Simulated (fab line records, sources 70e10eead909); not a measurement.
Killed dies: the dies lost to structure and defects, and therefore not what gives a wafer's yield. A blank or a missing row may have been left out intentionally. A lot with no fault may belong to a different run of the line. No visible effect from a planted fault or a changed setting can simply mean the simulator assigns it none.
Problem report in the 8D (eight disciplines) form, filled by code | flow nand harc | the parts of the form that need people (team, actions taken, sign-off) are left out

== 1. PROBLEM STATEMENT ==
A mean of 1135 nm is read at NHARC_A_ONON_D2_THK_MEAS_11 for thk nm, taken on 1 wafer of 1 lot, against 1002 nm (standard deviation 12) on wafers free of any fault. That is +11 standard deviations from the usual mean.
The step: measures by ellipsometry.
The first sign was on wafer L192.1 at day 20 02:10, on film metro-01. Wafers with a number at this step in the record: 38, from 13 lots. Rule for "out" (also "out of limits"): further than 4 standard deviations from the usual mean. The rest of the wafers with a number are treated as sound.

== 2. WHAT IT IS AND WHAT IT IS NOT ==
question                    | is                | is not
which readings at this step | thk nm            | -
which lots                  | L192              | L174, L175, L176, L177, L178, L180, L181, L182, L183, L189, L193, L197
which wafers of those lots  | L192.1            | L192.5
read on which gauges        | film metro-01     | film metro-02
when                        | from day 20 02:10 | up to then (31 sound wafers); but 6 sound wafers of L193, L197 came after

== 3. WHAT RULES OUT EACH SUSPECT ==
Counting: a tool at a process step up to the reading stays a suspect if it ran every lot that is out. Sound lots after the first of them don't rule it out here, since some wafers of a struck lot are sound.
- ruled out: the gauge at NHARC_A_ONON_D2_THK_MEAS_11. All the wafers that are out were read on film metro-01, but those of them that NHARC_END_SORT_01 has rows for are out there too, on other tools.
- rie si-01 at NHARC_A_DECK1_JOINT_ETCHBACK_07 (etches the open film in HBr, target depth 105 nm, time 26.9 s): kept. L192, the lot that is out, went through it at day 18 13:49; up to then, the latest sound lot through it was L189 at day 16 20:02.
- cmp-04 at NHARC_A_DECK1_JOINT_CMP_13 (polishes, target thk 51.023 nm): kept. L192, the lot that is out, went through it at day 19 00:07; up to then, the latest sound lot through it was L177 at day 12 17:16.
- pecvd onon-03 at NHARC_A_ONON_D2_DEP_09 (target thk 1000 nm): kept. L192, the lot that is out, went through it at day 20 01:40; up to then, the latest sound lot through it was L182 at day 15 17:40.
- At NHARC_A_DECK1_JOINT_ETCHBACK_07 on rie si-01, chamber 2 took the sound wafers of the same lots and chamber 0 took the wafers that are out.
- At NHARC_A_DECK1_JOINT_CMP_13 on cmp-04, chamber 1 took the sound wafers of the same lots and chamber 2 took the wafers that are out.
After the count, these remain: rie si-01 at NHARC_A_DECK1_JOINT_ETCHBACK_07, cmp-04 at NHARC_A_DECK1_JOINT_CMP_13 and pecvd onon-03 at NHARC_A_ONON_D2_DEP_09.

== 4. THE CAUSE (what the simulator had put in) ==
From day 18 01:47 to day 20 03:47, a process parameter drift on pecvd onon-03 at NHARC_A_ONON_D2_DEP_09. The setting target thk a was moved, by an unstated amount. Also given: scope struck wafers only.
After counting, 3 suspects remain, this tool included.

== 5. SEQUENCE OF EFFECTS, ordered by route ==
Each row: a reading where the mean over the struck wafers with a number is more than 3 standard deviations away from the usual. Only readings whose record carries a usual standard deviation are examined. hours: median over the lots of the time between each lot's start at the first step of this table that gives one and its start at this step. sigmas: the change, counted in usual standard deviations.
hours | step                        | reading         | usual   | on struck wafers | change | sigmas
0     | NHARC_A_ONON_D2_THK_MEAS_11 | thk nm          | 1002 nm | 1135             | +133   | +11
303   | NHARC_END_SORT_01           | killed at array | 53      | 674              | +621   | +33
303   | NHARC_END_SORT_01           | killed dies     | 57      | 677              | +620   | +33

== 6. WHAT WOULD HAVE CAUGHT IT SOONER ==
48 hours passed between the start of the fault at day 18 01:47 and the first reading out of limits at a measuring or inspecting step in this record, taken at day 20 02:10.
An alarm limit of 4 standard deviations would not have fired on the tool readings at NHARC_A_ONON_D2_DEP_09 for which the record gives a usual standard deviation, since none of them was out on any struck wafer.
Each of the lots that are out, 1 in all, had begun NHARC_A_ONON_D2_DEP_09 on pecvd onon-03 no later than day 20 02:10. None of them would have been spared by holding the tool at that moment.
